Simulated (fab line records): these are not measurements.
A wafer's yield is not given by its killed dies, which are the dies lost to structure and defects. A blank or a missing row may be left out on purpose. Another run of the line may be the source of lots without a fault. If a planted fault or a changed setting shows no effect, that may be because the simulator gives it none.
The tool behind it: which one? -- flow n5 finfet -- 36 wafers from 12 lots sampled at 8 of the route's 1938 steps

== WHAT THE GAUGES SHOWED, per wafer ==
N5_BEOL_M9_OCD_MEAS_38.
lot,measured,on,trench depth nm (nm)
L676,day 10 14:12,ocd-01,149.3 151.3 151.6
L675,day 11 10:05,ocd-02,153.0 154.3 149.5
L678,day 11 10:17,ocd-02,154.8 152.7 152.9
L677,day 11 18:47,ocd-02,151.4 151.8 153.5
L679,day 12 15:31,ocd-02,155.1 147.8 150.2
L681,day 12 20:26,ocd-02,150.1 152.8 153.1
L680,day 12 20:29,ocd-01,145.4 149.3 152.1
L684,day 13 08:09,ocd-02,152.8 148.5 151.3
L682,day 13 08:55,ocd-01,148.8 150.8 150.8
L690,day 14 07:59,ocd-01,105.8 107.7 105.0
L689,day 14 15:11,ocd-02,105.9 107.4 104.9
L691,day 15 06:14,ocd-01,107.5 107.7 107.5

N5_BEOL_M9_THK_MEAS_53: measures by xrf.
lot,measured,on,M9_THK (nm)
L676,day 10 17:34,film metro-02,139.6 140.1 140.9
L675,day 11 12:46,film metro-02,144.6 145.7 141.2
L678,day 11 12:22,film metro-02,145.3 144.6 144.3
L677,day 11 21:28,film metro-02,142.7 141.1 145.2
L679,day 12 18:16,film metro-02,145.8 139.0 143.6
L681,day 12 22:32,film metro-02,141.5 144.8 144.0
L680,day 12 22:43,film metro-01,136.0 140.5 143.7
L684,day 13 11:36,film metro-01,144.7 142.4 143.5
L682,day 13 12:25,film metro-01,140.5 141.4 143.1
L690,day 14 11:34,film metro-02,96.4 97.6 94.5
L689,day 14 18:00,film metro-02,94.1 97.8 94.8
L691,day 15 09:37,film metro-02,98.8 97.5 96.5

N5_BEOL_M9_RS_MEAS_57: measurement is done with a four-point probe.
lot,measured,on,M9_RS (ohm/sq)
L676,day 10 17:42,film metro-02,0.1526 0.1514 0.1514
L675,day 11 12:55,film metro-02,0.1490 0.1469 0.1521
L678,day 11 12:30,film metro-01,0.1471 0.1478 0.1480
L677,day 11 21:37,film metro-01,0.1508 0.1522 0.1479
L679,day 12 18:23,film metro-01,0.1460 0.1549 0.1486
L681,day 12 22:40,film metro-02,0.1515 0.1481 0.1477
L680,day 12 22:50,film metro-02,0.1582 0.1524 0.1485
L684,day 13 11:44,film metro-01,0.1486 0.1510 0.1506
L682,day 13 12:33,film metro-02,0.1531 0.1514 0.1499
L690,day 14 11:42,film metro-02,0.2296 0.2271 0.2350
L689,day 14 18:08,film metro-01,0.2367 0.2273 0.2358
L691,day 15 09:45,film metro-02,0.2266 0.2291 0.2317

N5_BEOL_M15_RC_MEAS_101.
lot,measured,on,COMB_M10 (S/m),COMB_M11 (S/m),COMB_M12 (S/m),COMB_M12_max_site (S/m),COMB_M13 (S/m),COMB_M14 (S/m),COMB_M15 (S/m),COMB_M5 (S/m),COMB_M6 (S/m),COMB_M7 (S/m),COMB_M8 (S/m),SERP_M10 (ohm/um),SERP_M11 (ohm/um),SERP_M12 (ohm/um),SERP_M13 (ohm/um),SERP_M14 (ohm/um),SERP_M5 (ohm/um),SERP_M6 (ohm/um),SERP_M7 (ohm/um),SERP_M8 (ohm/um),SERP_M9 (ohm/um),SERP_M9_max_site (ohm/um)
L676,day 12 13:55,prober-01,1.2e-11 1.3e-11 1.5e-11,1.1e-11 1.7e-11 1.1e-11,6.1e-12 5.8e-12 5.3e-12,8.5e-12 8.1e-12 7.5e-12,6.2e-12 5.3e-12 5.5e-12,3.1e-12 4.9e-12 4e-12,2e-12 2.1e-12 2.5e-12,3e-11 5.1e-11 3.6e-11,1.8e-11 2.7e-11 2.9e-11,2.6e-11 2.6e-11 1.8e-11,2.4e-11 2.8e-11 2.9e-11,3.08 3.06 3.13,3.08 3.02 3.08,0.646 0.660 0.656,0.309 0.308 0.307,0.1618 0.1669 0.1671,39.2 36.8 39.9,13.2 13.6 13.6,13.3 14.2 13.9,13.7 14.0 13.5,3.08 3.05 3.03,3.18 3.15 3.35
L675,day 13 05:32,prober-02,1.7e-11 1.4e-11 1e-11,1e-11 1.1e-11 1.3e-11,4.6e-12 6e-12 6.2e-12,6.3e-12 8.3e-12 9.8e-12,3e-12 3.6e-12 2.5e-12,2.8e-12 2.5e-12 2.8e-12,2.2e-12 1.5e-12 2.1e-12,2.9e-11 3.7e-11 3.4e-11,2.5e-11 3.4e-11 3.2e-11,2.3e-11 2.2e-11 1.6e-11,2.6e-11 2.6e-11 2.2e-11,3.16 3.13 3.04,3.13 3.11 3.10,0.637 0.638 0.638,0.305 0.307 0.300,0.1631 0.1573 0.1623,38.5 39.7 38.0,14.0 13.8 13.9,13.8 14.3 13.7,14.2 14.1 14.1,3.01 3.00 3.10,3.14 3.16 3.17
L678,day 12 23:16,prober-02,1e-11 1.1e-11 1.3e-11,1.7e-11 1.3e-11 1.3e-11,4.6e-12 4.8e-12 4.9e-12,6.1e-12 6.2e-12 6.8e-12,3.4e-12 5e-12 3.8e-12,2.2e-12 2.3e-12 3.1e-12,1.9e-12 1.8e-12 1.7e-12,4.3e-11 3.8e-11 4.2e-11,3.7e-11 3.3e-11 2.7e-11,2.8e-11 2.5e-11 3e-11,3.9e-11 3e-11 2.5e-11,3.08 2.99 3.01,3.13 3.12 3.23,0.637 0.649 0.624,0.307 0.317 0.312,0.1567 0.1571 0.1615,37.8 37.6 36.7,13.3 13.7 13.6,14.1 14.1 14.8,13.3 14.1 13.5,3.06 3.05 3.02,3.14 3.13 3.06
L677,day 13 09:44,prober-01,1.5e-11 1.6e-11 1.6e-11,1.4e-11 1.2e-11 1.6e-11,6.4e-12 7.7e-12 5.2e-12,1.17e-11 1.01e-11 6.6e-12,4.9e-12 5.4e-12 4e-12,3.9e-12 6.7e-12 5.6e-12,2.7e-12 3.6e-12 3.6e-12,2.9e-11 3.3e-11 3.5e-11,2.6e-11 1.6e-11 3.4e-11,3.8e-11 1.9e-11 2.9e-11,1.9e-11 2.4e-11 2.1e-11,2.96 3.02 2.92,3.10 3.12 3.08,0.652 0.637 0.627,0.299 0.311 0.308,0.1629 0.1594 0.1559,44.9 40.3 41.6,13.4 13.6 13.7,14.2 14.0 14.4,14.4 13.6 14.4,3.07 3.07 2.93,3.13 3.13 3.13
L679,day 14 15:04,prober-01,1.4e-11 1.3e-11 1.4e-11,1.6e-11 1.5e-11 1.6e-11,5.9e-12 5.8e-12 7.6e-12,8.9e-12 8.9e-12 1.64e-11,4.5e-12 6.6e-12 4.7e-12,4.5e-12 3.8e-12 5e-12,3.8e-12 3.2e-12 2.7e-12,3.7e-11 3.5e-11 3e-11,2.1e-11 1.8e-11 2.5e-11,2.8e-11 2.3e-11 2.1e-11,2.6e-11 2.4e-11 2.8e-11,3.10 3.04 3.09,3.12 2.96 3.06,0.640 0.646 0.663,0.306 0.304 0.314,0.1625 0.1580 0.1639,38.0 38.4 37.9,13.7 13.4 14.2,14.4 13.2 13.3,12.8 13.3 13.6,2.95 3.14 2.99,3.11 3.18 3.04
L681,day 14 20:35,prober-02,1.2e-11 1.2e-11 1.3e-11,1.8e-11 1.5e-11 1.1e-11,4.5e-12 4.7e-12 4.3e-12,6.9e-12 7.1e-12 5.6e-12,3.8e-12 3.4e-12 3.4e-12,2.4e-12 2.9e-12 3.6e-12,1.6e-12 2.2e-12 2e-12,2.8e-11 3.7e-11 3.6e-11,2.2e-11 2.4e-11 2.4e-11,2.1e-11 2.5e-11 2.3e-11,2.9e-11 3e-11 3.5e-11,3.04 3.10 3.13,3.07 3.04 3.15,0.625 0.625 0.641,0.305 0.314 0.310,0.1572 0.1579 0.1606,37.7 36.7 39.5,13.8 15.0 14.6,13.8 14.2 14.0,14.5 13.6 13.9,3.08 2.94 2.98,3.12 3.16 3.04
L680,day 14 17:56,prober-01,1.4e-11 2.2e-11 1.6e-11,1.8e-11 1.4e-11 1.6e-11,6.7e-12 8.2e-12 6.5e-12,1.31e-11 1.12e-11 9.3e-12,5.3e-12 3.9e-12 4.6e-12,2.9e-12 4.5e-12 3e-12,2.7e-12 2.9e-12 2.8e-12,3.6e-11 3.8e-11 4.1e-11,2.6e-11 2.2e-11 2.3e-11,2.9e-11 2.8e-11 3.4e-11,2.5e-11 3e-11 1.7e-11,3.11 3.07 3.06,3.08 2.95 2.93,0.624 0.624 0.638,0.309 0.317 0.305,0.1542 0.1615 0.1582,42.2 39.0 38.6,13.7 13.9 14.1,14.8 13.6 13.5,14.9 13.8 14.5,3.23 3.13 3.03,3.26 3.25 3.18
L684,day 15 04:20,prober-02,1e-11 1.1e-11 1.4e-11,1.9e-11 1.8e-11 2e-11,5.6e-12 6e-12 7.3e-12,1.06e-11 7e-12 1.21e-11,4.5e-12 4.9e-12 3.2e-12,2.4e-12 3.1e-12 2.6e-12,1.1e-12 1.6e-12 1.8e-12,3.2e-11 5.1e-11 3.1e-11,2.1e-11 2.2e-11 2.8e-11,3.1e-11 2e-11 2.1e-11,1.7e-11 1.4e-11 2.3e-11,3.04 2.99 2.96,3.08 3.09 2.99,0.655 0.654 0.649,0.320 0.320 0.310,0.1585 0.1599 0.1614,39.2 38.7 37.1,14.3 13.7 13.2,13.8 13.7 13.6,14.1 13.9 13.9,2.99 2.99 3.07,3.02 3.12 3.19
L682,day 15 06:19,prober-01,1.2e-11 1.5e-11 1.7e-11,1.4e-11 1.6e-11 1e-11,8.3e-12 8.4e-12 6.1e-12,1.09e-11 1.1e-11 1.05e-11,4.7e-12 5.1e-12 4.9e-12,5.2e-12 5.1e-12 5.5e-12,3.4e-12 3.1e-12 3.3e-12,3.3e-11 3.3e-11 2.9e-11,2.7e-11 2.8e-11 3e-11,2.3e-11 2.6e-11 3.2e-11,2.5e-11 2.5e-11 3e-11,3.00 3.09 3.01,2.96 3.14 3.13,0.623 0.638 0.646,0.305 0.307 0.305,0.1570 0.1634 0.1588,38.4 38.5 40.2,13.2 13.1 12.9,14.1 14.2 13.6,13.9 12.9 13.4,3.12 3.11 3.07,3.21 3.17 3.10
L690,day 16 07:15,prober-01,1.3e-11 1.1e-11 1.3e-11,1.3e-11 1.5e-11 1.4e-11,6.3e-12 8.4e-12 6.6e-12,7.9e-12 1.24e-11 1.45e-11,4.5e-12 4.2e-12 7.2e-12,3.6e-12 3.4e-12 3.6e-12,4.1e-12 3.9e-12 4e-12,3.6e-11 4.5e-11 3.8e-11,2.6e-11 1.9e-11 1.8e-11,2.6e-11 2.5e-11 3.1e-11,1.8e-11 2.3e-11 1.7e-11,3.10 3.08 3.13,2.98 3.20 3.02,0.634 0.645 0.649,0.299 0.310 0.314,0.1643 0.1576 0.1579,37.3 40.7 40.0,12.6 13.1 13.4,13.1 13.3 13.9,14.2 14.4 14.2,4.69 4.65 4.80,4.82 4.78 4.89
L689,day 16 10:55,prober-01,1.7e-11 1.5e-11 1.4e-11,1.4e-11 1.7e-11 1.4e-11,8.3e-12 8.1e-12 7.1e-12,9.8e-12 9.7e-12 1.2e-11,3.2e-12 5.3e-12 5.1e-12,3.2e-12 3.7e-12 2.9e-12,3.4e-12 2.4e-12 2.8e-12,4.2e-11 4.1e-11 5.1e-11,1.8e-11 1.9e-11 2.5e-11,2.9e-11 2.6e-11 2.1e-11,2.4e-11 2.2e-11 2e-11,3.03 3.10 3.12,2.87 3.03 2.99,0.647 0.658 0.639,0.314 0.313 0.315,0.1609 0.1606 0.1612,38.9 40.1 37.8,13.6 13.4 13.6,14.0 13.9 14.7,13.8 13.4 13.4,4.79 4.64 4.77,5.04 4.69 4.90
L691,day 17 07:56,prober-02,1.2e-11 2e-11 1.7e-11,1.1e-11 1.8e-11 2e-11,4.1e-12 4.6e-12 5e-12,7.1e-12 5.3e-12 7.5e-12,4.4e-12 4.8e-12 3.2e-12,2.9e-12 2.5e-12 2.1e-12,2.4e-12 2.7e-12 1.6e-12,3.1e-11 2.6e-11 3.4e-11,3e-11 2.5e-11 2.8e-11,2.3e-11 2.2e-11 1.7e-11,2.2e-11 2.2e-11 2.3e-11,3.13 3.17 3.02,3.05 3.07 3.04,0.634 0.654 0.622,0.310 0.303 0.306,0.1594 0.1636 0.1622,38.7 36.7 39.5,12.8 13.7 13.3,14.2 14.5 14.4,14.8 14.0 13.9,4.59 4.68 4.75,4.70 4.74 4.87

== WHAT TOOL EACH LOT RAN ON (gives the tool, then ch and the chambers of the sampled wafers, and finally the start) ==
lot,N5_BEOL_M9_STRIP_67,N5_BEOL_M9_VIA_ETCH_34,N5_BEOL_M9_TRENCH_ETCH_37,N5_BEOL_M9_PRE_CLEAN_45
L676,"rie diel-05 ch 0,2, day 10 11:23","rie diel-02 ch 0,2, day 10 13:55","rie diel-02 ch 0,2, day 10 14:01","pvd sputter-02, day 10 15:11"
L675,"rie diel-02 ch 0,1, day 11 08:02","rie diel-05 ch 0,1,2, day 11 09:49","rie diel-05 ch 0,1,2, day 11 09:55","pvd sputter-01, day 11 11:05"
L678,"rie diel-05 ch 0,1,2, day 11 08:47","rie diel-04 ch 1,3, day 11 10:01","rie diel-04 ch 1,3, day 11 10:07","pvd sputter-01, day 11 10:56"
L677,"rie diel-02 ch 2,3, day 11 17:09","rie diel-04 ch 2,3, day 11 18:31","rie diel-04 ch 2,3, day 11 18:37","pvd sputter-01, day 11 19:50"
L679,"rie diel-05 ch 0,2,3, day 12 12:58","rie diel-05 ch 0,2,3, day 12 15:15","rie diel-05 ch 0,2,3, day 12 15:21","pvd sputter-02, day 12 16:35"
L681,"rie diel-02 ch 0,1,2, day 12 16:28","rie diel-04 ch 2,3, day 12 20:10","rie diel-04 ch 2,3, day 12 20:16","pvd sputter-01, day 12 21:09"
L680,"rie diel-02 ch 1,2,3, day 12 17:44","rie diel-05 ch 0,1,3, day 12 20:13","rie diel-05 ch 0,1,3, day 12 20:19","pvd sputter-01, day 12 21:14"
L684,"rie diel-04 ch 1,2,3, day 13 06:53","rie diel-04 ch 0,2,3, day 13 07:52","rie diel-04 ch 0,2,3, day 13 07:58","pvd sputter-02, day 13 08:43"
L682,"rie diel-02 ch 1,2,3, day 13 07:10","rie diel-04 ch 0,1, day 13 08:38","rie diel-04 ch 0,1, day 13 08:44","pvd sputter-02, day 13 11:01"
L690,"rie diel-05 ch 0,2, day 14 06:25","rie diel-05 ch 0,2, day 14 07:35","rie diel-05 ch 0,2, day 14 07:44","pvd sputter-03, day 14 08:46"
L689,"rie diel-04 ch 0,1,3, day 14 13:50","rie diel-02 ch 1,2,3, day 14 14:55","rie diel-02 ch 1,2,3, day 14 15:01","pvd sputter-02, day 14 16:00"
L691,"rie diel-05 ch 1,2, day 15 03:52","rie diel-05 ch 1,2, day 15 05:51","rie diel-05 ch 1,2, day 15 06:00","pvd sputter-03, day 15 08:14"
- N5_BEOL_M9_STRIP_67: strips in CF4.
- N5_BEOL_M9_VIA_ETCH_34: etches SiCOH lowk in C4F6/O2, target depth 182.4 nm, time 68.4 s.
- N5_BEOL_M9_TRENCH_ETCH_37: etches SiCOH lowk in C4F6/O2, target depth 151.43 nm, time 49 s.
- N5_BEOL_M9_PRE_CLEAN_45: time 30 s.

== WHAT THE TOOLS THEMSELVES READ (means of the sampled wafers that have a number; where no wafer has one, the mark that the record gives instead) ==
N5_BEOL_M9_STRIP_67.
lot,tool,drypump motor current A (A),oes product au (a.u.),rf vpp V (V),showerhead plenum p Torr (Torr),throttle valve pct (%)
L676,rie diel-05,5.4,0.78,270.1,1.77,13.6
L675,rie diel-02,5.9,0.84,272.6,1.86,13.5
L678,rie diel-05,5.8,0.77,270.7,1.77,13.7
L677,rie diel-02,5.3,0.73,270.3,1.79,13.6
L679,rie diel-05,5.5,0.76,270.0,1.77,13.7
L681,rie diel-02,5.8,0.77,271.3,1.82,13.6
L680,rie diel-02,5.4,0.78,272.0,1.82,13.5
L684,rie diel-04,5.9,0.80,271.0,1.83,13.7
L682,rie diel-02,5.4,0.78,271.6,1.82,13.6
L690,rie diel-05,5.4,0.73,270.4,1.77,13.7
L689,rie diel-04,6.1,0.78,271.3,1.80,13.7
L691,rie diel-05,5.9,0.79,270.8,1.76,13.5

N5_BEOL_M9_VIA_ETCH_34.
lot,tool,drypump motor current A (A),oes product au (a.u.),rf vpp V (V),run length s (s),showerhead plenum p Torr (Torr),throttle valve pct (%)
L676,rie diel-02,5.8,0.73,673,92.3,2.84,20.90
L675,rie diel-05,5.9,0.77,668,92.1,2.80,20.89
L678,rie diel-04,6.3,0.81,660,91.8,2.82,21.02
L677,rie diel-04,5.6,0.81,673,91.8,2.97,20.94
L679,rie diel-05,5.5,0.76,667,92.4,2.80,21.00
L681,rie diel-04,5.6,0.87,674,91.8,3.00,20.97
L680,rie diel-05,5.9,0.69,673,92.0,2.80,21.21
L684,rie diel-04,5.8,0.78,670,92.1,2.93,21.03
L682,rie diel-04,6.4,0.72,656,91.6,2.76,21.12
L690,rie diel-05,5.4,0.74,665,91.9,2.79,20.88
L689,rie diel-02,5.4,0.76,669,91.7,2.89,20.87
L691,rie diel-05,5.9,0.79,663,92.4,2.78,20.76

N5_BEOL_M9_TRENCH_ETCH_37.
lot,tool,drypump motor current A (A),oes product au (a.u.),rf vpp V (V),run length s (s),showerhead plenum p Torr (Torr),throttle valve pct (%)
L676,rie diel-02,5.7,0.72,672,72.9,2.84,20.91
L675,rie diel-05,5.9,0.77,667,72.8,2.80,20.93
L678,rie diel-04,6.3,0.82,660,72.0,2.82,21.06
L677,rie diel-04,5.6,0.81,674,72.5,2.97,20.98
L679,rie diel-05,5.5,0.76,667,72.9,2.80,21.02
L681,rie diel-04,5.6,0.87,674,72.4,2.99,20.99
L680,rie diel-05,5.9,0.68,673,72.7,2.80,21.24
L684,rie diel-04,5.7,0.78,671,72.5,2.93,21.05
L682,rie diel-04,6.4,0.72,656,72.2,2.76,21.14
L690,rie diel-05,5.4,0.74,667,60.9,2.79,20.92
L689,rie diel-02,5.4,0.76,670,61.3,2.89,20.89
L691,rie diel-05,5.9,0.80,664,61.6,2.78,20.79

N5_BEOL_M9_PRE_CLEAN_45.
lot,tool,heater power w (W)
L676,pvd sputter-02,327
L675,pvd sputter-01,278
L678,pvd sputter-01,291
L677,pvd sputter-01,271
L679,pvd sputter-02,337
L681,pvd sputter-01,281
L680,pvd sputter-01,274
L684,pvd sputter-02,330
L682,pvd sputter-02,336
L690,pvd sputter-03,324
L689,pvd sputter-02,330
L691,pvd sputter-03,324

== THE ANSWER, worked out from the rows above alone ==
Rule: what is usual is taken from the lots themselves. The widest of any qualifying gaps counts: lots, ordered by their means at a reading, are off when they make up no more than a third of the lots, leave a main group of 4 or more, and stand apart from it by 3 or more times the standard deviation of that group's means. A main group whose means are all the same, to the digits that the tables above print for the reading, isn't used. Also off: a lot with no number at a reading for which 4 or more lots have one. All remaining lots with rows at the step are treated as sound. Order of review: gauges by route order, followed by the tools' own readings, for which a lot's mean as printed above is used. The first step at which some lot is off is used, and at that step the reading that is off furthest; a lot without a number counts as furthest.
Off: L690, L689, L691, at N5_BEOL_M9_OCD_MEAS_38 (trench depth nm). The main group: mean 151.3 nm, standard deviation 1.3.
If a tool, at a process step before that reading, ran all the lots that are off and no sound lot after the first of them, it fits. The gauges at N5_BEOL_M9_OCD_MEAS_38 aren't tried: what is off there is off at N5_BEOL_M9_THK_MEAS_53 too, on other tools, and a gauge's error can't cause that. Of those tried, none fits.

== WHAT THE SIMULATOR HAD INSERTED ==
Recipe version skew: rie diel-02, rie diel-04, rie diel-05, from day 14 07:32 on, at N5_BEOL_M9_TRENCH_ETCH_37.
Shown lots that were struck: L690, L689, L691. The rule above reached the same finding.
